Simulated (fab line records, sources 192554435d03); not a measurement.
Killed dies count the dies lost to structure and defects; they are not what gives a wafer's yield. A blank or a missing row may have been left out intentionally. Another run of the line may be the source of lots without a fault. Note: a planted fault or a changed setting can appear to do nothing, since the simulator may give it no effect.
fab line records -- flow n5-finfet -- part 2 of 2: steps 16 to 26 of 26
record: lots: 5, wafers: 15, last-day: 17
route steps=1938 shown DUMMY_GATE@236 SPACER0@258
lots with no fault: from the same line, run without faults
start-h: hours from the record's opening day to when the first of the lot's shown wafers began -- wait-h: how many hours have passed since the lot's step before this one -- " unchanged from the row above -- L1.1+2: several wafers, shown together as one row -- - no value present, or no start provided -- * or withheld: withheld -- < > ~ a bound
route shown NAME@n: NAME is a module with steps in the file, n the number in the route of the first one -- usual: mean/standard deviation of fault-free wafers -- same: alike in all rows -- chamber/n: place in a boat -- sites: the reading at each site -- _std_site: the values' standard deviation -- _edge_site: outer sites' mean less inner sites' -- radius-mm: for every site, how far away it sits from the centre of the wafer -- mask NAME#n: copy n -- behind: the tool/chamber that last shaped the wafer -- hold: reason for holding the lot/hours on hold/outcome of the hold -- device: names the non-switching transistor (n, p or np) -- end of line: at the end of the route, the tests of the same wafers -- step lacking rows: just its recipe -- killed: count of dies lost to structure and defects at first sort (not the wafer's yield) -- map: a wafer's dies, marking killed ones x, the rest . and places with no die _
set.NAME: the setting the step ran with; set.NAME@STEP: the setting that earlier step ran with -- model.NAME: the simulator's own value behind a step, which no gauge read
certain route steps with their lots: each step a table, each wafer a row
services: when a tool's chamber went out of use (start-h, in hours from the record's first day, below 0 if earlier), for how many hours, and the reason
== steps ==
step: N5_DUMMY_GATE_STRIP_48
recipe: chemistry: N2/H2, time-s: 20, power-w: 100, temp-c: 40, pressure-mtorr: 100, rf-frequency-hz: 6e+07, bias-power-w: 3, n2-flow-sccm: 300, h2-flow-sccm: 300
usual: drypump-motor-current-A: 5.7/0.41, h2-flow-sccm: 300.0/0.83, oes-product-au: 0.79/0.083, rf-vpp-V: 45.3/0.91, showerhead-plenum-p-Torr: 3.38/0.12, throttle-valve-pct: 12.26/0.23
lot.wafer,tool,chamber,start-h,wait-h,drypump-motor-current-A,h2-flow-sccm,oes-product-au,rf-hours-counter-h,rf-vpp-V,showerhead-plenum-p-Torr,throttle-valve-pct
L076.3,rie-diel-04,2,60.02,0.0,5.5,299.9,0.70,226,44.2,3.46,12.47
L076.5,rie-diel-04,2,60.02,0.0,5.5,299.4,0.69,-,44.9,3.46,12.47
L076.6,rie-diel-04,1,60.02,0.0,6.2,301.0,0.84,-,45.4,3.43,12.02
L078.1,rie-diel-02,1,70.88,0.0,5.2,299.9,0.67,248,44.4,3.32,12.43
L078.4,rie-diel-02,2,70.88,0.0,5.8,300.0,0.70,186,45.0,3.37,12.23
L078.5,rie-diel-02,1,70.88,0.0,5.2,301.6,0.67,-,43.4,3.32,12.43
L087.4,rie-diel-04,0,126.80,0.0,6.3,299.6,0.81,93,45.1,3.14,12.15
L087.5,rie-diel-04,1,126.80,0.0,6.2,300.1,0.82,-,46.4,3.42,12.06
L087.6,rie-diel-04,2,126.80,0.0,5.5,300.5,0.68,-,44.5,3.45,12.49
L088.2,rie-diel-03,3,130.20,0.0,6.3,301.1,0.83,85,45.0,3.55,12.08
L088.5,rie-diel-03,0,130.20,0.0,5.4,299.3,0.74,-,46.7,3.37,12.60
L088.6,rie-diel-03,1,130.20,0.0,5.8,300.8,0.70,-,45.0,3.48,12.63
L097.1,rie-diel-02,1,185.66,0.0,5.2,299.7,0.90,27,46.0,3.31,11.90
L097.4,rie-diel-02,2,185.66,0.0,5.8,299.5,0.68,227,45.5,3.35,12.35
L097.6,rie-diel-02,0,185.66,0.0,5.0,300.0,0.78,-,44.9,3.14,12.34
step: N5_DUMMY_GATE_PRECLEAN_33
recipe: chemistry: dHF, time-s: 10, dilution: 750:1, temp-c: 25
lot.wafer,tool,chamber,start-h,wait-h
L076.3+5+6,wet-bench-03,"0,2,7",60.13,0.1
L078.1+4+5,wet-bench-03,"4,0,7",70.97,0.1
L087.4+5+6,wet-bench-03,"5,2,6",126.88,0.1
L088.2+5+6,wet-bench-02,"4,6,5",130.28,0.1
L097.1+4+6,wet-bench-04,"1,6,5",185.74,0.1
step: N5_DUMMY_GATE_PRECLEAN_25
recipe: chemistry: O3/DIW, time-s: 45, temp-c: 22, o3-ppm: 10
lot.wafer,tool,chamber,start-h,wait-h
L076.3+5+6,wet-bench-03,"0,2,7",60.13,0.0
L078.1+4+5,wet-bench-03,"4,0,7",70.97,0.0
L087.4+5+6,wet-bench-03,"5,2,6",126.89,0.0
L088.2+5+6,wet-bench-02,"4,6,5",130.29,0.0
L097.1+4+6,wet-bench-04,"1,6,5",185.75,0.0
step: N5_DUMMY_GATE_PRECLEAN_51
recipe: chemistry: SC2, time-s: 45, temp-c: 35, mix: 1:1:50
lot.wafer,tool,chamber,start-h,wait-h
L076.3+5+6,wet-bench-03,"0,2,7",60.14,0.0
L078.1+4+5,wet-bench-03,"4,0,7",70.99,0.0
L087.4+5+6,wet-bench-03,"5,2,6",126.90,0.0
L088.2+5+6,wet-bench-02,"4,6,5",130.30,0.0
L097.1+4+6,wet-bench-04,"1,6,5",185.77,0.0
step: N5_DUMMY_GATE_SRD_26
recipe: dry: ipa-marangoni, time-s: 30, temp-c: 23, rinse-liquid: diw
lot.wafer,tool,chamber,start-h,wait-h
L076.3+5+6,wet-bench-03,"0,2,7",60.16,0.0
L078.1+4+5,wet-bench-03,"4,0,7",71.00,0.0
L087.4+5+6,wet-bench-03,"5,2,6",126.91,0.0
L088.2+5+6,wet-bench-02,"4,6,5",130.31,0.0
L097.1+4+6,wet-bench-04,"1,6,5",185.80,0.0
step: N5_DUMMY_GATE_UV_OZONE_45
recipe: time-s: 120, pressure-torr: 760, temp-c: 25
lot.wafer,tool,chamber,start-h,wait-h
L076.3+5+6,wet-bench-03,"0,2,7",60.18,0.0
L078.1+4+5,wet-bench-03,"4,0,7",71.02,0.0
L087.4+5+6,wet-bench-03,"5,2,6",126.93,0.0
L088.2+5+6,wet-bench-02,"4,6,5",130.33,0.0
L097.1+4+6,wet-bench-04,"1,6,5",185.83,0.0
step: N5_DUMMY_GATE_INSPECT_27
recipe: inspect-instrument: brightfield, mode: aei
usual: raw-defect-count: 299/79
lot.wafer,tool,chamber,start-h,wait-h,raw-defect-count
L076.3,defect-inspect-01,-,60.24,0.0,212
L076.5,defect-inspect-01,-,60.24,0.0,260
L076.6,defect-inspect-01,-,60.24,0.0,243
L078.1,defect-inspect-02,-,71.08,0.0,315
L078.4,defect-inspect-02,-,71.08,0.0,248
L078.5,defect-inspect-02,-,71.08,0.0,235
L087.4,defect-inspect-02,-,126.99,0.0,320
L087.5,defect-inspect-02,-,126.99,0.0,372
L087.6,defect-inspect-02,-,126.99,0.0,358
L088.2,defect-inspect-02,-,130.39,0.0,200
L088.5,defect-inspect-02,-,130.39,0.0,296
L088.6,defect-inspect-02,-,130.39,0.0,433
L097.1,defect-inspect-02,-,185.92,0.0,249
L097.4,defect-inspect-02,-,185.92,0.0,336
L097.6,defect-inspect-02,-,185.92,0.0,267
step: N5_SPACER0_ALD_07
recipe: material: SiNx, target-thk-a: 20, temp-c: 400, ald-precursor-family: SiH2I2, ald-co-reactant: N2/H2-plasma, pressure-torr: 2
usual: heater-power-w: 837/73
lot.wafer,tool,chamber,start-h,wait-h,heater-power-w,since-wet-clean-h
L076.3,ald-sin-04,1,60.28,0.0,725,157
L076.5,ald-sin-04,2,60.28,0.0,852,-
L076.6,ald-sin-04,3,60.28,0.0,853,-
L078.1,ald-sin-04,1,71.12,0.0,744,168
L078.4,ald-sin-04,2,71.12,0.0,863,168
L078.5,ald-sin-04,2,71.12,0.0,846,-
L087.4,ald-sin-01,3,127.02,0.0,961,316
L087.5,ald-sin-01,0,127.02,0.0,963,-
L087.6,ald-sin-01,3,127.02,0.0,952,-
L088.2,ald-sin-01,1,130.43,0.0,848,319
L088.5,ald-sin-01,3,130.43,0.0,956,-
L088.6,ald-sin-01,0,130.43,0.0,942,-
L097.1,ald-sin-03,1,187.43,1.5,855,180
L097.4,ald-sin-03,0,187.43,1.5,853,180
L097.6,ald-sin-03,1,187.43,1.5,842,-
step: N5_SPACER0_ALD_00
recipe: material: SiOCN, target-thk-a: 35, temp-c: 400, ald-precursor-family: alkyl-aminosilane, ald-co-reactant: O2/N2-plasma, pulse-time-s: 3, purge-time-s: 2, co-reactant-purge-time-s: 2, ald-cycles: 58, pressure-torr: 2
usual: heater-power-w: 836/72, precursor-pulse-height-rel: 1.000/0.021
same: purge-time-s: 2
lot.wafer,tool,chamber,start-h,wait-h,heater-power-w,precursor-pulse-height-rel,since-wet-clean-h
L076.3,ald-sin-04,1,60.43,0.1,770,1.031,157
L076.5,ald-sin-04,2,60.43,0.1,834,1.013,-
L076.6,ald-sin-04,3,60.43,0.1,865,1.002,-
L078.1,ald-sin-04,1,71.27,0.1,741,1.050,168
L078.4,ald-sin-04,2,71.27,0.1,865,1.009,168
L078.5,ald-sin-04,2,71.27,0.1,845,1.002,-
L087.4,ald-sin-01,3,127.18,0.1,956,1.012,316
L087.5,ald-sin-01,0,127.18,0.1,960,0.989,-
L087.6,ald-sin-01,3,127.18,0.1,943,0.987,-
L088.2,ald-sin-01,1,130.58,0.1,822,1.012,319
L088.5,ald-sin-01,3,130.58,0.1,942,0.972,-
L088.6,ald-sin-01,0,130.58,0.1,958,1.016,-
L097.1,ald-sin-03,1,187.58,0.1,845,1.058,180
L097.4,ald-sin-03,0,187.58,0.1,845,0.990,180
L097.6,ald-sin-03,1,187.58,0.1,863,0.984,-
step: N5_SPACER0_ALD_08
recipe: material: SiNx, target-thk-a: 20, temp-c: 400, ald-precursor-family: SiH2I2, ald-co-reactant: N2/H2-plasma, pressure-torr: 2
usual: heater-power-w: 836/74
lot.wafer,tool,chamber,start-h,wait-h,heater-power-w,since-wet-clean-h
L076.3,ald-sin-04,1,60.69,0.1,749,158
L076.5,ald-sin-04,2,60.69,0.1,870,-
L076.6,ald-sin-04,3,60.69,0.1,856,-
L078.1,ald-sin-04,1,71.53,0.1,733,168
L078.4,ald-sin-04,2,71.53,0.1,856,168
L078.5,ald-sin-04,2,71.53,0.1,866,-
L087.4,ald-sin-01,3,127.43,0.1,994,316
L087.5,ald-sin-01,0,127.43,0.1,971,-
L087.6,ald-sin-01,3,127.43,0.1,974,-
L088.2,ald-sin-01,1,130.84,0.1,808,320
L088.5,ald-sin-01,3,130.84,0.1,951,-
L088.6,ald-sin-01,0,130.84,0.1,965,-
L097.1,ald-sin-03,1,187.84,0.1,852,180
L097.4,ald-sin-03,0,187.84,0.1,835,180
L097.6,ald-sin-03,1,187.84,0.1,855,-
step: N5_SPACER0_INSPECT_04
recipe: inspect-instrument: darkfield, mode: post-dep
usual: raw-defect-count: 142/31
lot.wafer,tool,chamber,start-h,wait-h,raw-defect-count
L076.3,defect-inspect-01,-,60.85,0.1,116
L076.5,defect-inspect-01,-,60.85,0.1,125
L076.6,defect-inspect-01,-,60.85,0.1,107
L078.1,defect-inspect-02,-,71.68,0.1,140
L078.4,defect-inspect-02,-,71.68,0.1,143
L078.5,defect-inspect-02,-,71.68,0.1,132
L087.4,defect-inspect-02,-,127.97,0.5,136
L087.5,defect-inspect-02,-,127.97,0.5,149
L087.6,defect-inspect-02,-,127.97,0.5,147
L088.2,defect-inspect-01,-,131.00,0.1,127
L088.5,defect-inspect-01,-,131.00,0.1,142
L088.6,defect-inspect-01,-,131.00,0.1,191
L097.1,defect-inspect-01,-,187.99,0.1,103
L097.4,defect-inspect-01,-,187.99,0.1,161
L097.6,defect-inspect-01,-,187.99,0.1,134
== services ==
tool,chamber,start-h,hours,kind
rie-si-04,-,46.61,1.2,repair
rie-diel-04,-,69.57,28.1,pm
rie-diel-02,1,73.75,-,clean
rie-diel-02,1,73.75,-,consumable-replace:focus-ring
rie-diel-02,1,73.75,19.5,scheduled-down
rie-diel-02,1,73.75,19.5,vent-cycle
ald-sin-04,3,78.90,5.6,repair
ald-sin-04,2,82.36,6.0,repair
rie-diel-02,-,102.59,2.8,pm
rie-si-01,1,123.29,8.5,repair
wet-bench-04,-,128.90,2.4,repair
rie-diel-04,3,136.92,-,clean
rie-diel-04,3,136.92,-,consumable-replace:focus-ring
rie-diel-04,3,136.92,28.0,scheduled-down
rie-diel-03,1,144.94,3.3,repair
rie-diel-03,1,148.25,-,clean
rie-diel-03,1,148.25,-,consumable-replace:esc
rie-diel-03,1,148.25,-,consumable-replace:focus-ring
rie-diel-03,1,148.25,23.6,scheduled-down
rie-diel-03,1,148.25,23.6,vent-cycle
ald-sin-03,1,155.05,4.3,repair
ald-sin-04,3,161.32,9.1,repair
ald-sin-01,-,178.60,14.0,pm
rie-si-04,-,181.82,0.2,repair
